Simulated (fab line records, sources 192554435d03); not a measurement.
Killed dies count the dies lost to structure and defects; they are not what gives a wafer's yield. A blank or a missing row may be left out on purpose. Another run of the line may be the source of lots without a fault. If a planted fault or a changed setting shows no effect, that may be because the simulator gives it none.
What tool caused it?    flow n5_finfet    12 lots, 36 wafers sampled, at 4 steps of a route of 1938

## WHAT THE GAUGES READ, wafer by wafer
No reading from a measuring or inspecting step in the record can be judged against a usual standard deviation.

## WHAT TOOL EACH LOT RAN ON (gives the tool, then ch and the chambers of the sampled wafers, and finally the start)
lot   N5_HKMG_FIN_WET_ETCH_73             N5_PASSIVATION_PECVD_01          N5_PASSIVATION_DESCUM_12            N5_PASSIVATION_PROBE_49
L613  wet_bench-01 ch 3,5,7, day 4 07:12  pecvd-01 ch 0,1, day 11 04:20    rie_diel-01 ch 0,1,3, day 11 06:24  -
L615  wet_bench-06 ch 3,4,5, day 4 18:00  pecvd-04 ch 0,2, day 11 13:46    rie_diel-01 ch 0,1,2, day 11 14:20  -
L617  wet_bench-01 ch 3,4,7, day 5 08:00  pecvd-02 ch 0,1,2, day 13 09:40  rie_diel-02 ch 0,1,2, day 13 13:02  -
L618  wet_bench-06 ch 1,2,3, day 5 14:43  pecvd-01 ch 0,1,2, day 12 21:03  rie_diel-04 ch 1,3, day 12 21:59    -
L619  wet_bench-05 ch 1,2,3, day 5 18:35  pecvd-04 ch 1,2, day 13 04:26    rie_diel-01 ch 0,2, day 13 05:07    -
L620  wet_bench-06 ch 2,5,7, day 6 02:22  pecvd-04 ch 1,2, day 13 01:19    rie_diel-02 ch 0,3, day 13 01:58    -
L622  wet_bench-06 ch 0,3,7, day 6 12:47  pecvd-04 ch 0,1,2, day 14 01:10  rie_diel-01 ch 0,1,3, day 14 01:58  prober-01, day 14 10:04
L624  wet_bench-06 ch 2,4,7, day 7 02:55  pecvd-01 ch 1,2, day 14 07:59    rie_diel-04 ch 1,2,3, day 14 08:45  prober-01, day 14 16:04
L627  wet_bench-01 ch 1,4,7, day 7 19:19  pecvd-02 ch 0,1,2, day 15 00:37  rie_diel-02 ch 0,1,3, day 15 01:05  -
L631  wet_bench-05 ch 2,3,4, day 8 19:17  pecvd-04 ch 0,1, day 16 06:23    rie_diel-01 ch 0,1, day 16 07:20    -
L634  wet_bench-06 ch 1,5,6, day 9 11:56  pecvd-04 ch 0,2, day 16 18:58    rie_diel-01 ch 0,1, day 16 19:37    -
L636  wet_bench-06 ch 1,4,5, day 9 23:17  pecvd-04 ch 0,1, day 17 12:43    rie_diel-01 ch 2,3, day 17 13:29    -
- N5_HKMG_FIN_WET_ETCH_73: etches the open film in SC1, time 42.3 s, target depth 1.3 nm, rinse time 30 s.
- N5_PASSIVATION_PECVD_01: deposits SiNx from SiH4/NH3/N2, target thk 200 nm, time 43.2 s.
- N5_PASSIVATION_DESCUM_12: chemistry O2, time 7.9 s.
- N5_PASSIVATION_PROBE_49

## AS READ BY THE TOOLS THEMSELVES (means over the sampled wafers that have a number; for cases with no such wafer, the mark the record gives instead)
N5_PASSIVATION_PECVD_01. Usual: heater_power_w 391 W, standard deviation 71; showerhead_plenum_p_Torr 8.69 Torr, standard deviation 0.071; showerhead_vpp_V 2277 V, standard deviation 91; throttle_valve_pct 28.7 %, standard deviation 1.9.
lot   tool      heater_power_w (W)  showerhead_plenum_p_Torr (Torr)  showerhead_vpp_V (V)  throttle_valve_pct (%)  flag
L613  pecvd-01  346                 8.65                             2236                  28.5                    
L615  pecvd-04  329                 8.67                             2214                  27.8                    
L617  pecvd-02  379                 8.70                             2333                  29.7                    
L618  pecvd-01  416                 8.68                             2299                  28.3                    
L619  pecvd-04  449                 8.75                             2321                  27.9                    
L620  pecvd-04  372                 8.76                             2297                  28.0                    
L622  pecvd-04  431                 8.68                             2217                  28.9                    
L624  pecvd-01  438                 8.73                             2302                  28.3                    
L627  pecvd-02  409                 8.69                             2323                  29.8                    
L631  pecvd-04  402                 8.63                             2180                  31.0                    
L634  pecvd-04  373                 8.74                             2294                  27.1                    
L636  pecvd-04  333                 8.63                             2164                  30.0                    

N5_PASSIVATION_DESCUM_12. Usual: drypump_motor_current_A 5.5 A, standard deviation 0.44; oes_product_au 0.80 a.u., standard deviation 0.098; rf_vpp_V 243.4 V, standard deviation 1.4; showerhead_plenum_p_Torr 2.11 Torr, standard deviation 0.069; throttle_valve_pct 20.33 %, standard deviation 0.28.
lot   tool         drypump_motor_current_A (A)  oes_product_au (a.u.)  rf_vpp_V (V)  showerhead_plenum_p_Torr (Torr)  throttle_valve_pct (%)  flag
L613  rie_diel-01  5.7                          0.81                   243.9         2.14                             20.23                   
L615  rie_diel-01  5.6                          0.81                   243.6         2.11                             20.32                   
L617  rie_diel-02  5.7                          0.77                   243.2         2.11                             20.26                   
L618  rie_diel-04  5.6                          0.76                   241.3         2.03                             20.58                   
L619  rie_diel-01  5.4                          0.72                   242.1         2.11                             20.56                   
L620  rie_diel-02  6.0                          0.86                   243.0         2.09                             20.00                   
L622  rie_diel-01  5.7                          0.79                   243.9         2.13                             20.26                   
L624  rie_diel-04  5.2                          0.91                   244.8         2.18                             20.24                   
L627  rie_diel-02  5.7                          0.80                   243.3         2.10                             20.30                   
L631  rie_diel-01  5.8                          0.84                   243.0         2.09                             20.13                   
L634  rie_diel-01  5.8                          0.83                   242.9         2.09                             20.15                   
L636  rie_diel-01  5.6                          0.88                   243.2         2.11                             20.26                   

N5_PASSIVATION_PROBE_49. Usual: defect_limited_yield 91.3 %, standard deviation 1.5; killed_at_M0_to_M3 34, standard deviation 11; killed_at_M4_up 14, standard deviation 6.1; killed_at_contacts 12, standard deviation 5.9; killed_at_front_end 39, standard deviation 11; killed_at_other 4, standard deviation 3.3; killed_dies 102, standard deviation 18; killed_on_rim 13, standard deviation 3.8; killed_open 67, standard deviation 13; killed_short 33, standard deviation 7.9; sort_bin_5_function 5.1 %, standard deviation 1; sort_bin_6_memory 3.3 %, standard deviation 0.7; sort_n_pass 1077, standard deviation 19; sort_yield_pct 91.3 %, standard deviation 1.6.
lot   tool       defect_limited_yield (%)  killed_at_M0_to_M3  killed_at_M4_up  killed_at_contacts  killed_at_front_end  killed_at_other  killed_dies  killed_on_rim  killed_open  killed_short  sort_bin_5_function (%)  sort_bin_6_memory (%)  sort_n_pass  sort_yield_pct (%)  flag
L622  prober-01  83.3                      34                  12               13                  135                  3                197          26             59           33            10.1                     4.0                    983          83.3                OFF
L624  prober-01  82.0                      51                  11               12                  128                  10               213          29             77           39            11.1                     4.4                    967          82.0                OFF

## THE ANSWER, worked out from the rows above alone
Rule: a lot is off if the mean of its wafers that have a number lies more than 3 standard deviations from the usual mean. A lot without any number at a reading at which 4 lots or more have one is off too. Where the step has rows for the other lots, those lots are counted as sound. After the gauges, taken in route order, come the tools' own readings; for these a lot's mean is taken, as printed above. At the first step where some lot is off, the reading lying furthest off is the one used; lots without a number count as furthest.
Off, at N5_PASSIVATION_PROBE_49 on killed_at_front_end: L622, L624. Neither off nor sound, because the step has no rows for them: L613, L615, L617, L618, L619, L620, L627, L631, L634, L636.
If a tool, at that step or one of the process steps before it, ran each lot that is off and ran no sound lot following the first of them, it fits. This does not decide it: 2 tools fit, namely wet_bench-06 at N5_HKMG_FIN_WET_ETCH_73 and prober-01 at N5_PASSIVATION_PROBE_49.

## WHAT WAS PUT IN BY THE SIMULATOR
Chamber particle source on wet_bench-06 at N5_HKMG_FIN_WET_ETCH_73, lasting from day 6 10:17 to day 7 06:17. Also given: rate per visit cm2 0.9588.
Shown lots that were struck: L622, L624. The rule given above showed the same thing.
